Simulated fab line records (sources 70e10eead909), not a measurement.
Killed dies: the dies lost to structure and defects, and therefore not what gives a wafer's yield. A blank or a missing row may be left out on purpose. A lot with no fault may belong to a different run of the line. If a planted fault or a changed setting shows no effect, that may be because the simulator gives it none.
fab line records | flow nandHarc
record lots=6 wafers=18 lastDay=33
route steps=1302 shown A_M0@1147 END@1302
lots that met no fault: from a run of the same line without faults
startH: start of the lot's first displayed wafer, in hours after the record's first day | waitH: hours elapsed since this lot's preceding step | " identical to the entry in the row above | L1.1+2: a row that stands for several wafers | - no value present, or no start provided | * or withheld: withheld | < > ~ a bound
route shown NAME@n: a module of which the file shows steps, and the number in the route of the first | usual: mean/standard deviation taken from wafers without a fault | same: alike in all rows | chamber/n: place in a boat | sites: readings site by site | _std_site: standard deviation of those values | _edge_site: the outer-site mean with the inner-site mean subtracted | radiusMm: how far each site lies from the wafer's centre | mask NAME#n: copy n | behind: the last tool/chamber to shape the wafer | hold: reason for holding the lot/hours on hold/outcome of the hold | device: names the non-switching transistor (n, p or np) | end of line: tests run on the same wafers once the route is complete | a step without rows: its recipe alone | killed: count of dies lost to structure and defects at first sort (not the wafer's yield) | map: a wafer's dies, x killed, . not, _ none there
set.NAME: the setting the step ran with; set.NAME@STEP: the setting that earlier step ran with | model.NAME: the simulator's own value behind a step, which no gauge read
a table for each step, a row for each wafer; lots at some steps of the route
services: when a tool's chamber went out of use (startH, in hours from the record's first day, below 0 if earlier), for how many hours, and the reason
## steps
# step NHARC_A_M0_CD_MEAS_09
# recipe targetCdNm=80 landingEnergyEv=500
# usual cdNm=80.1/0.81
# columns lot.wafer tool chamber startH waitH cdNm
L153.1 cdSem-03 0 521.36 - 80.9
L153.3 " 0 " " 79.6
L153.5 " 0 " " 80.5
L152.2 cdSem-02 0 534.38 - 79.2
L152.4 " 0 " " 80.6
L152.5 " 0 " " 80.8
L160.2 cdSem-01 0 595.62 - 79.1
L160.3 " 0 " " 79.8
L160.6 " 0 " " 79.8
L159.2 cdSem-01 0 602.57 - 79.6
L159.3 " 0 " " 79.0
L159.6 " 0 " " 79.5
L168.1 cdSem-03 0 698.52 - 81.5
L168.4 " 0 " " 80.2
L168.5 " 0 " " 80.2
L174.1 cdSem-03 0 739.82 - 80.3
L174.4 " 0 " " 79.0
L174.6 " 0 " " 79.5
# step NHARC_A_M0_OVL_MEAS_10
# recipe pitchNm=160
# usual overlayXNm=0.1/0.84 overlayYNm=0.1/0.85
# columns lot.wafer tool chamber startH waitH overlayXNm overlayYNm
L153.1 overlay-02 - 521.45 - 1.4 0.7
L153.3 " - " " 0.9 0.1
L153.5 " - " " 1.4 0.5
L152.2 overlay-02 - 534.46 - -0.1 0.4
L152.4 " - " " -0.2 0.0
L152.5 " - " " 0.4 0.6
L160.2 overlay-02 - 595.71 - -0.5 0.5
L160.3 " - " " -0.6 0.5
L160.6 " - " " -1.0 1.2
L159.2 overlay-02 - 602.66 - -0.6 -0.6
L159.3 " - " " -0.1 -1.4
L159.6 " - " " 0.3 -0.2
L168.1 overlay-01 - 698.61 - -0.6 0.5
L168.4 " - " " 0.0 0.6
L168.5 " - " " 0.3 0.6
L174.1 overlay-02 - 739.91 - 1.0 0.3
L174.4 " - " " 0.9 0.3
L174.6 " - " " 0.9 0.5
# step NHARC_A_M0_INSPECT_11
# usual rawDefectCount=89/37
# columns lot.wafer tool chamber startH waitH rawDefectCount
L153.1 defectInspect-01 - 521.49 0.0 19
L153.3 " - " " 20
L153.5 " - " " 19
L152.2 defectInspect-02 - 534.50 0.0 127
L152.4 " - " " 119
L152.5 " - " " 120
L160.2 defectInspect-02 - 595.75 0.0 85
L160.3 " - " " 75
L160.6 " - " " 88
L159.2 defectInspect-01 - 602.69 0.0 65
L159.3 " - " " 68
L159.6 " - " " 56
L168.1 defectInspect-01 - 698.65 0.0 60
L168.4 " - " " 69
L168.5 " - " " 69
L174.1 defectInspect-02 - 739.94 0.0 86
L174.4 " - " " 69
L174.6 " - " " 94
# step NHARC_A_M0_DESCUM_14
# recipe timeS=3 o2FlowSccm=200 arFlowSccm=0 biasPowerW=0 chemistry=O2
# usual drypumpMotorCurrentA=5.7/0.37 mfcArSccm=0.003/0.0053 oesProductAu=0.996/0.016 rfVppV=57.9/0.94 showerheadPlenumPTorr=1.93/0.052 throttleValvePct=11.312/0.0097
# columns lot.wafer tool chamber startH waitH drypumpMotorCurrentA mfcArSccm oesProductAu rfHoursCounterH rfVppV showerheadPlenumPTorr throttleValvePct
L153.3 rieDiel-06 0 521.55 0.1 5.6 0.017 0.978 2.6 58.5 1.98 11.304
L153.1 " 1 " " 6.7 0.000 1.004 2.4 57.1 1.95 11.320
L153.5 " 1 " " 6.7 0.000 0.998 - 57.4 1.95 11.295
L152.2 rieDiel-01 2 534.58 0.1 5.6 0 0.986 6.8 58.1 1.90 11.298
L152.4 " 3 " " 6.0 0.002 1.003 6.5 60.0 2.04 11.314
L152.5 " 1 " " 5.4 0 1.014 - 57.9 1.95 11.308
L160.2 rieDiel-06 0 595.81 0.1 5.5 0.017 0.978 6.3 58.4 1.97 11.318
L160.3 " 1 " " 6.7 0.000 0.996 6.7 58.6 1.95 11.314
L160.6 " 0 " " 5.6 0.017 0.973 - 58.0 1.97 11.305
L159.3 rieDiel-01 1 602.76 0.1 5.4 0 1.013 1.2 57.9 1.95 11.304
L159.2 " 3 " " 6.0 0.002 0.999 1.5 58.5 2.04 11.302
L159.6 " 0 " " 6.0 0 0.980 - 58.3 1.89 11.316
L168.4 rieDiel-01 2 698.73 0.1 5.6 0 0.979 6.0 58.2 1.89 11.311
L168.1 " 3 " " 6.0 0.002 1.000 5.6 58.7 2.04 11.306
L168.5 " 1 " " 5.4 0 1.022 - 58.5 1.95 11.300
L174.1 rieDiel-06 0 740.00 0.1 5.5 0.017 0.991 4.2 57.0 1.97 11.323
L174.4 " 1 " " 6.7 0.000 0.984 - 57.5 1.94 11.327
L174.6 " 1 " " 6.7 0.000 0.993 - 58.7 1.94 11.323
# step NHARC_A_M0_ETCH_34
# recipe targetDepthA=400 overetchA=120 timeS=43.94 ionEnergyEv=200 n2FlowSccm=150 h2FlowSccm=150 arFlowSccm=0 rfW=400 biasW=150 chemistry=N2/H2
# usual drypumpMotorCurrentA=5.8/0.37 mfcArSccm=0.003/0.005 oesProductAu=0.996/0.016 rfVppV=431.1/1.8 showerheadPlenumPTorr=2.06/0.061 throttleValvePct=14.171/0.0099
# columns lot.wafer tool chamber startH waitH drypumpMotorCurrentA mfcArSccm oesProductAu rfHoursCounterH rfVppV showerheadPlenumPTorr throttleValvePct
L153.1 rieDiel-06 1 521.63 0.1 6.7 0.000 1.005 2.4 432.2 2.08 14.178
L153.3 " 0 " " 5.6 0.017 0.974 2.6 431.8 2.11 14.178
L153.5 " 1 " " 6.7 0.000 0.998 - 432.4 2.08 14.175
L152.2 rieDiel-01 1 534.64 0.1 5.3 0 1.016 6.2 432.2 2.08 14.173
L152.4 " 2 " " 5.6 0 0.974 6.8 430.0 2.02 14.187
L152.5 " 1 " " 5.3 0 1.012 - 430.0 2.08 14.181
L160.2 rieDiel-06 3 595.90 0.1 6.0 0 1.014 5.1 432.9 2.12 14.165
L160.3 " 1 " " 6.7 0.000 0.990 6.7 431.6 2.08 14.165
L160.6 " 2 " " 5.8 0 0.993 - 427.8 1.96 14.159
L159.2 rieDiel-01 3 602.85 0.1 6.0 0.002 1.005 1.5 434.2 2.18 14.174
L159.3 " 0 " " 6.0 0 0.995 1.5 429.5 2.02 14.159
L159.6 " 2 " " 5.6 0 0.988 - 429.6 2.02 14.185
L168.4 rieDiel-01 2 698.80 0.1 5.6 0 0.987 6.0 430.4 2.02 14.166
L168.1 " 0 " " 6.0 0 0.981 6.0 430.3 2.01 14.185
L168.5 " 2 " " 5.6 0 0.989 - 430.0 2.02 14.157
L174.1 rieDiel-06 0 740.15 0.1 5.5 0.017 0.988 4.2 431.7 2.10 14.160
L174.4 " 0 " " 5.5 0.017 0.990 - 433.1 2.10 14.174
L174.6 " 0 " " 5.6 0.017 0.999 - 431.0 2.10 14.170
# step NHARC_A_M0_ETCH_15
# recipe targetDepthA=1500 overetchA=150 timeS=82.5 c4f8FlowSccm=withheld arFlowSccm=400 rfW=600 biasW=300 chemistry=C4F8/Ar
# step NHARC_A_M0_CD_MEAS_16
# usual cdNm=80.3/1.1
# columns lot.wafer tool chamber startH waitH cdNm
L153.1 cdSem-02 - 521.85 - 80.8
L153.3 " - " " 79.1
L153.5 " - " " 80.2
L152.2 cdSem-01 - 534.86 - 78.1
L152.4 " - " " 80.2
L152.5 " - " " 82.1
L160.2 cdSem-02 - 596.11 - 79.7
L160.3 " - " " 80.6
L160.6 " - " " 80.5
L159.2 cdSem-03 - 603.06 - 79.8
L159.3 " - " " 79.3
L159.6 " - " " 79.4
L168.1 cdSem-03 - 699.01 - 80.5
L168.4 " - " " 79.3
L168.5 " - " " 80.0
L174.1 cdSem-02 - 740.43 0.2 81.4
L174.4 " - " " 80.3
L174.6 " - " " 80.6
# step NHARC_A_M0_STRIP_18
# recipe powerW=1000 n2FlowSccm=150 h2FlowSccm=150 arFlowSccm=0 biasW=0 chemistry=N2/H2
# usual drypumpMotorCurrentA=5.7/0.36 mfcArSccm=0.004/0.0058 oesProductAu=0.996/0.016 powerW=999.6/2.8 rfVppV=90.9/0.89 showerheadPlenumPTorr=2.06/0.06 throttleValvePct=14.170/0.009
# columns lot.wafer tool chamber startH waitH drypumpMotorCurrentA mfcArSccm oesProductAu powerW rfHoursCounterH rfVppV showerheadPlenumPTorr throttleValvePct
L153.3 rieDiel-01 1 521.92 0.1 5.4 0 1.007 997.6 5.7 89.5 2.08 14.166
L153.1 " 3 " " 6.0 0.002 1.007 1001.9 5.9 90.2 2.18 14.170
L153.5 " 1 " " 5.4 0 1.006 996.5 - 92.0 2.08 14.172
L152.4 rieDiel-09 0 534.96 0.1 5.5 0 1.012 1001.9 1.3 92.6 1.96 14.179
L152.2 " 2 " " 5.8 0 1.018 997.1 1.7 91.7 2.02 14.167
L152.5 " 3 " " 5.5 0.011 0.979 1002.1 - 91.4 2.11 14.167
L160.2 rieDiel-01 0 596.18 0.1 6.0 0 0.983 997.0 1.4 90.9 2.02 14.172
L160.3 " 3 " " 6.0 0.002 0.986 1000.6 1.4 91.5 2.18 14.170
L160.6 " 1 " " 5.4 0 1.012 1002.8 - 90.1 2.08 14.176
L159.2 rieDiel-09 3 603.16 0.1 5.5 0.011 0.977 1004.3 5.5 90.6 2.11 14.165
L159.3 " 1 " " 5.4 0.006 1.007 1000.5 5.0 89.5 2.07 14.169
L159.6 " 3 " " 5.5 0.011 0.969 1003.2 - 91.6 2.11 14.173
L168.1 rieDiel-09 2 699.09 0.1 5.8 0 0.992 995.5 0.7 91.3 2.02 14.162
L168.4 " 1 " " 5.4 0.006 1.002 1004.7 1.3 91.3 2.06 14.184
L168.5 " 2 " " 5.8 0 0.996 998.2 - 90.4 2.02 14.171
L174.1 rieDiel-06 0 740.56 0.1 5.5 0.017 0.992 997.3 4.3 91.9 2.10 14.173
L174.4 " 1 " " 6.7 0.000 0.996 996.5 - 92.3 2.07 14.169
L174.6 " 0 " " 5.5 0.017 0.990 997.8 - 90.2 2.10 14.157
# step NHARC_A_M0_STRIP_19
# recipe timeS=600 tempC=30 chemistry=postEtchResidueRemover
# step NHARC_A_M0_DEGAS_28
# recipe tempC=250 timeS=60
# step NHARC_A_M0_PRE_CLEAN_29
# recipe timeS=30 tempC=280 gas=H2/He
# usual heaterPowerW=410/35
# columns lot.wafer tool chamber startH waitH heaterPowerW
L153.1 pvdSputter-03 - - - 399
L153.3 " - " " 389
L153.5 " - " " 396
L152.4 pvdSputter-01 - - - 380
L152.2 " - " " 429
L152.5 " - " " 380
L160.3 pvdSputter-03 - - - 387
L160.2 " - " " 353
L160.6 " - " " 382
L159.2 pvdSputter-03 - - - 378
L159.3 " - " " 384
L159.6 " - " " 381
L168.1 pvdSputter-03 - - - 377
L168.4 " - " " 352
L168.5 " - " " 394
L174.1 pvdSputter-02 - - - 430
L174.4 " - " " 443
L174.6 " - " " 399
# step NHARC_A_M0_PVD_20
# recipe targetThkA=50 biasV=168.6 powerW=15000 chamberPressurePa=0.12 timeS=8.06 substrateTempC=50 material=TaN
# usual biasV=168.6/1.6 cathodeDcPowerW=15000/2.7 throttleValvePct=29.9/1.4
# columns lot.wafer tool chamber startH waitH biasV cathodeDcPowerW throttleValvePct
L153.1 pvdSputter-03 - - - 167.7 15003 31.5
L153.3 " - " " 171.0 15002 30.2
L153.5 " - " " 165.9 14999 31.4
L152.2 pvdSputter-01 - - - 168.5 15001 30.5
L152.4 " - " " 168.4 14999 30.5
L152.5 " - " " 171.8 14999 28.2
L160.3 pvdSputter-03 - - - 168.5 15001 31.8
L160.2 " - " " 168.0 15003 30.1
L160.6 " - " " 166.1 14997 31.7
L159.3 pvdSputter-03 - - - 169.2 15000 30.1
L159.2 " - " " 168.2 15003 32.3
L159.6 " - " " 168.3 14999 30.0
L168.4 pvdSputter-03 - - - 169.1 14999 32.2
L168.1 " - " " 168.4 14997 29.8
L168.5 " - " " 167.8 15000 28.9
L174.4 pvdSputter-02 - - - 169.2 14998 30.3
L174.1 " - " " 164.2 14997 29.8
L174.6 " - " " 170.1 15005 30.3
# step NHARC_A_M0_PVD_21
# recipe targetThkA=300 chamberPressurePa=5 powerW=5000 substrateTempC=30 timeS=20.49 material=Cu
# usual cathodeDcPowerW=5000.0/0.94 chamberPressurePa=5.000/0.011 throttleValvePct=29.9/1.4
# columns lot.wafer tool chamber startH waitH cathodeDcPowerW chamberPressurePa throttleValvePct
L153.1 pvdSputter-03 - 522.69 - 4998.7 5.016 31.3
L153.3 " - " " 4998.3 5.000 28.5
L153.5 " - " " 5000.7 4.999 28.8
L152.4 pvdSputter-01 - 535.72 - 5000.9 5.010 28.2
L152.2 " - " " 4999.7 5.001 30.2
L152.5 " - " " 5001.1 4.988 30.4
L160.3 pvdSputter-03 - 596.99 - - - -
L160.2 " - " " - - -
L160.6 " - " " - - -
L159.2 pvdSputter-03 - 603.94 - - - -
L159.3 " - " " - - -
L159.6 " - " " - - -
L168.4 pvdSputter-03 - 699.90 - 5000.8 5.000 28.8
L168.1 " - " " 4999.8 4.996 32.4
L168.5 " - " " 4999.8 5.000 32.5
L174.4 pvdSputter-02 - 741.44 - 5001.8 4.993 30.1
L174.1 " - " " 5001.5 4.994 27.2
L174.6 " - " " 5000.1 4.987 29.7
# step NHARC_A_M0_ECD_22
# recipe targetThkA=4000 bathTempC=25 material=Cu
# step NHARC_END_SORT_01
# recipe tempC=25
# usual defectLimitedYield=90/3.1 killedAtArray=59/20 killedAtOther=0.8/1.1 killedAtPeriphery=5/3.1 killedDies=64/21 killedOpen=3.4/1.9 killedShort=2.3/1.7
# same grossDies=677
# columns lot.wafer tool chamber startH waitH defectLimitedYield[%] killedAtArray killedAtOther killedAtPeriphery killedDies killedOpen killedShort
L153.1 prober-02 0 560.76 2.5 96 27 0 3 30 4 5
L153.3 prober-02 0 562.36 3.1 96 24 1 5 30 4 3
L153.5 prober-02 0 563.96 3.7 97 17 0 1 18 3 1
L160.2 prober-02 0 635.31 2.8 0 675 0 2 677 1 3
L160.3 prober-02 0 636.12 3.1 0 673 0 4 677 2 0
L160.6 prober-02 0 638.55 4.0 0 674 0 3 677 2 0
L159.2 prober-01 0 646.37 2.8 0 674 1 2 677 3 4
L159.3 prober-01 0 647.16 3.1 0 673 0 4 677 2 0
L159.6 prober-01 0 649.55 4.0 0 674 0 3 677 6 3
L168.1 prober-02 0 738.07 2.5 91 50 1 8 59 6 4
L168.4 prober-02 0 740.44 3.4 91 54 1 7 62 4 1
L168.5 prober-02 0 741.23 3.7 93 41 1 8 50 4 1
L174.1 prober-01 0 780.35 2.6 93 43 0 4 47 4 4
L174.4 prober-01 0 782.77 3.4 92 47 0 6 53 2 3
L174.6 prober-01 0 784.38 4.0 91 53 0 5 58 4 0
# killed by level:class
L153.1 A_CHANNEL_HOLE_D2:chamberFilmFlake=7 A_CONTACT:chamberFilmFlake=4 A_CHANNEL_FILL_D1:geometricParticle:short=2 P_M0:chamberFilmFlake=2 A_CHANNEL_HOLE_D1:chamberFilmFlake=2 A_STAIRCASE:chamberFilmFlake=2 A_WL_FILL:chamberFilmFlake=2 A_SGD_CUT:geometricParticle:open=1
L153.3 A_CONTACT:chamberFilmFlake=8 A_CHANNEL_HOLE_D2:chamberFilmFlake=7 A_CHANNEL_FILL_D2:chamberFilmFlake=2 A_WL_FILL:chamberFilmFlake=2 P_GATE:geometricParticle:open=1 P_GATE:geometricParticle:short=1 A_ONON_D1:geometricParticle:short=1 A_CHANNEL_FILL_D1:geometricParticle:open=1
L153.5 A_CHANNEL_HOLE_D2:chamberFilmFlake=6 A_CONTACT:chamberFilmFlake=6 P_M0:geometricParticle:open=1 A_ONON_D2:geometricParticle:short=1 A_WL_FILL:geometricParticle:open=1 A_CONTACT:geometricParticle:open=1 A_CHANNEL_HOLE_D1:chamberFilmFlake=1 A_WL_FILL:chamberFilmFlake=1
L160.2 A_M0:areaPvd=611 A_CHANNEL_HOLE_D1:chamberFilmFlake=30 A_CHANNEL_HOLE_D2:chamberFilmFlake=14 A_CONTACT:chamberFilmFlake=10 A_WL_FILL:chamberFilmFlake=3 A_DECK1_JOINT:chamberFilmFlake=2 P_CONTACT:geometricParticle:short=1 A_ONON_D2:geometricParticle:short=1
L160.3 A_M0:areaPvd=617 A_CHANNEL_HOLE_D1:chamberFilmFlake=31 A_CHANNEL_HOLE_D2:chamberFilmFlake=13 A_CONTACT:chamberFilmFlake=5 A_SLIT:chamberFilmFlake=3 P_GATE:chamberFilmFlake=2 A_WL_FILL:chamberFilmFlake=2 P_CONTACT:geometricParticle:open=1
L160.6 A_M0:areaPvd=616 A_CHANNEL_HOLE_D1:chamberFilmFlake=33 A_CHANNEL_HOLE_D2:chamberFilmFlake=13 A_CONTACT:chamberFilmFlake=6 A_BONDPAD:chamberFilmFlake=3 P_M2:geometricParticle:open=1 A_SOURCE_PLATE:geometricParticle:open=1 P_ZERO_WELL:chamberFilmFlake=1
L159.2 A_M0:areaPvd=626 A_CHANNEL_HOLE_D2:chamberFilmFlake=36 A_CHANNEL_FILL_D1:geometricParticle:short=2 A_CHANNEL_FILL_D2:geometricParticle:short=2 A_CHANNEL_HOLE_D1:chamberFilmFlake=2 A_STAIRCASE:chamberFilmFlake=2 P_M1:geometricParticle:open=1 A_CHANNEL_HOLE_D2:geometricParticle:open=1
L159.3 A_M0:areaPvd=632 A_CHANNEL_HOLE_D2:chamberFilmFlake=32 P_GATE:chamberFilmFlake=3 A_CHANNEL_HOLE_D1:chamberFilmFlake=2 A_SLIT:chamberFilmFlake=2 A_BONDPAD:chamberFilmFlake=2 P_M0:geometricParticle:open=1 A_CHANNEL_FILL_D1:geometricParticle:open=1
L159.6 A_M0:areaPvd=631 A_CHANNEL_HOLE_D2:chamberFilmFlake=31 A_CHANNEL_FILL_D1:geometricParticle:open=2 A_DECK1_JOINT:geometricParticle:short=2 P_GATE:chamberFilmFlake=2 P_M0:geometricParticle:open=1 A_CHANNEL_FILL_D1:geometricParticle:short=1 A_DECK1_JOINT:geometricParticle:open=1
L168.1 A_CHANNEL_HOLE_D2:chamberFilmFlake=24 A_CONTACT:chamberFilmFlake=8 A_CHANNEL_HOLE_D1:chamberFilmFlake=6 A_CHANNEL_FILL_D1:chamberFilmFlake=3 A_SLIT:chamberFilmFlake=3 P_STI:chamberFilmFlake=2 P_GATE:chamberFilmFlake=2 P_GATE:geometricParticle:short=1
L168.4 A_CHANNEL_HOLE_D2:chamberFilmFlake=28 A_CONTACT:chamberFilmFlake=7 A_CHANNEL_HOLE_D1:chamberFilmFlake=5 A_STAIRCASE:chamberFilmFlake=5 P_BONDPAD:chamberFilmFlake=4 A_CHANNEL_FILL_D1:chamberFilmFlake=4 P_STI:chamberFilmFlake=3 A_CHANNEL_FILL_D2:geometricParticle:open=2
L168.5 A_CHANNEL_HOLE_D2:chamberFilmFlake=18 A_CONTACT:chamberFilmFlake=4 A_CHANNEL_FILL_D1:chamberFilmFlake=4 A_STAIRCASE:chamberFilmFlake=4 A_SLIT:chamberFilmFlake=4 P_STI:chamberFilmFlake=3 P_GATE:chamberFilmFlake=2 A_CHANNEL_HOLE_D1:chamberFilmFlake=2
L174.1 A_SLIT:chamberFilmFlake=16 A_CHANNEL_HOLE_D1:chamberFilmFlake=9 A_STAIRCASE:chamberFilmFlake=5 A_CONTACT:chamberFilmFlake=3 P_CONTACT:geometricParticle:open=2 P_STI:chamberFilmFlake=2 A_DECK1_JOINT:chamberFilmFlake=2 A_ONON_D1:geometricParticle:open=1
L174.4 A_SLIT:chamberFilmFlake=26 A_CHANNEL_HOLE_D1:chamberFilmFlake=8 P_STI:chamberFilmFlake=6 A_STAIRCASE:chamberFilmFlake=3 A_CONTACT:chamberFilmFlake=3 A_ONON_D1:geometricParticle:short=2 A_SGD_CUT:geometricParticle:open=1 A_SLIT:geometricParticle:open=1
L174.6 A_SLIT:chamberFilmFlake=26 A_CHANNEL_HOLE_D1:chamberFilmFlake=16 A_STAIRCASE:chamberFilmFlake=4 P_STI:chamberFilmFlake=3 A_DECK1_JOINT:chamberFilmFlake=2 A_CONTACT:chamberFilmFlake=2 P_STI:geometricParticle:open=1 P_GATE:geometricParticle:open=1
# map L159.2 (x killed, . not)
____________x____________
_________xxxxxxx_________
_______xxxxxxxxxxx_______
______xxxxxxxxxxxxx______
_____xxxxxxxxxxxxxxx_____
____xxxxxxxxxxxxxxxxx____
____xxxxxxxxxxxxxxxxx____
___xxxxxxxxxxxxxxxxxxx___
___xxxxxxxxxxxxxxxxxxx___
__xxxxxxxxxxxxxxxxxxxxx__
__xxxxxxxxxxxxxxxxxxxxx__
_xxxxxxxxxxxxxxxxxxxxxxx_
_xxxxxxxxxxxxxxxxxxxxxxx_
_xxxxxxxxxxxxxxxxxxxxxxx_
_xxxxxxxxxxxxxxxxxxxxxxx_
_xxxxxxxxxxxxxxxxxxxxxxx_
xxxxxxxxxxxxxxxxxxxxxxxxx
xxxxxxxxxxxxxxxxxxxxxxxxx
xxxxxxxxxxxxxxxxxxxxxxxxx
xxxxxxxxxxxxxxxxxxxxxxxxx
xxxxxxxxxxxxxxxxxxxxxxxxx
_xxxxxxxxxxxxxxxxxxxxxxx_
_xxxxxxxxxxxxxxxxxxxxxxx_
_xxxxxxxxxxxxxxxxxxxxxxx_
_xxxxxxxxxxxxxxxxxxxxxxx_
_xxxxxxxxxxxxxxxxxxxxxxx_
__xxxxxxxxxxxxxxxxxxxxx__
__xxxxxxxxxxxxxxxxxxxxx__
___xxxxxxxxxxxxxxxxxxx___
___xxxxxxxxxxxxxxxxxxx___
____xxxxxxxxxxxxxxxxx____
____xxxxxxxxxxxxxxxxx____
_____xxxxxxxxxxxxxxx_____
______xxxxxxxxxxxxx______
_______xxxxxxxxxxx_______
_________xxxxxxx_________
____________x____________
# map L160.2 (x killed, . not)
____________x____________
_________xxxxxxx_________
_______xxxxxxxxxxx_______
______xxxxxxxxxxxxx______
_____xxxxxxxxxxxxxxx_____
____xxxxxxxxxxxxxxxxx____
____xxxxxxxxxxxxxxxxx____
___xxxxxxxxxxxxxxxxxxx___
___xxxxxxxxxxxxxxxxxxx___
__xxxxxxxxxxxxxxxxxxxxx__
__xxxxxxxxxxxxxxxxxxxxx__
_xxxxxxxxxxxxxxxxxxxxxxx_
_xxxxxxxxxxxxxxxxxxxxxxx_
_xxxxxxxxxxxxxxxxxxxxxxx_
_xxxxxxxxxxxxxxxxxxxxxxx_
_xxxxxxxxxxxxxxxxxxxxxxx_
xxxxxxxxxxxxxxxxxxxxxxxxx
xxxxxxxxxxxxxxxxxxxxxxxxx
xxxxxxxxxxxxxxxxxxxxxxxxx
xxxxxxxxxxxxxxxxxxxxxxxxx
xxxxxxxxxxxxxxxxxxxxxxxxx
_xxxxxxxxxxxxxxxxxxxxxxx_
_xxxxxxxxxxxxxxxxxxxxxxx_
_xxxxxxxxxxxxxxxxxxxxxxx_
_xxxxxxxxxxxxxxxxxxxxxxx_
_xxxxxxxxxxxxxxxxxxxxxxx_
__xxxxxxxxxxxxxxxxxxxxx__
__xxxxxxxxxxxxxxxxxxxxx__
___xxxxxxxxxxxxxxxxxxx___
___xxxxxxxxxxxxxxxxxxx___
____xxxxxxxxxxxxxxxxx____
____xxxxxxxxxxxxxxxxx____
_____xxxxxxxxxxxxxxx_____
______xxxxxxxxxxxxx______
_______xxxxxxxxxxx_______
_________xxxxxxx_________
____________x____________
## services
# columns tool chamber startH hours kind
pvdSputter-03 - 526.00 10.0 pm
rieDiel-09 - 528.83 1.9 repair
rieDiel-01 - 557.93 9.0 pm
pvdSputter-01 - 582.00 10.0 pm
rieDiel-01 1 586.07 6.8 repair
rieDiel-01 3 616.09 7.3 repair
rieDiel-09 1 617.28 15.0 repair
pvdSputter-02 - 638.03 10.0 pm
pvdSputter-01 - 645.71 4.6 repair
rieDiel-06 2 660.39 10.5 repair
rieDiel-06 - 661.20 9.0 pm
rieDiel-09 1 673.16 6.1 repair
rieDiel-09 - 674.36 9.0 pm
rieDiel-09 2 688.08 4.9 repair
rieDiel-01 2 690.26 2.0 repair
pvdSputter-01 - 698.62 2.1 repair
pvdSputter-02 - 699.18 7.9 repair
pvdSputter-01 - 703.64 3.8 repair
pvdSputter-03 - 704.08 10.0 pm
pvdSputter-01 - 713.71 1.1 repair
rieDiel-06 2 731.53 22.5 repair
rieDiel-01 - 734.93 9.0 pm
pvdSputter-03 - 736.97 1.4 repair
rieDiel-06 3 738.03 3.6 repair
## key
firstSign step=NHARC_A_M0_PVD_21 reading=toolRecord direction=missing
effect step=NHARC_END_SORT_01 reading=killedAtArray direction=up sigmas=31 usual=59 struck=674
moreKillsBornAt NHARC_A_M0_PVD_21@pvdSputter-03=3733
metAt NHARC_A_M0_PVD_21
struckWafers L159.2,L159.3,L159.6,L160.2,L160.3,L160.6
laterRowsLeftOut L159.2,L159.3,L159.6,L160.2,L160.3,L160.6
onsetBetween 522.69 596.99
fault kind=skippedStepWhole tool=pvdSputter-03 chamber=- onsetH=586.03 steps=NHARC_A_M0_PVD_21 scope=struckLotsOnly
# laterRowsLeftOut: the simulator's readings of these wafers behind a module that went badly wrong aren't trusted and aren't shown, but for the sort
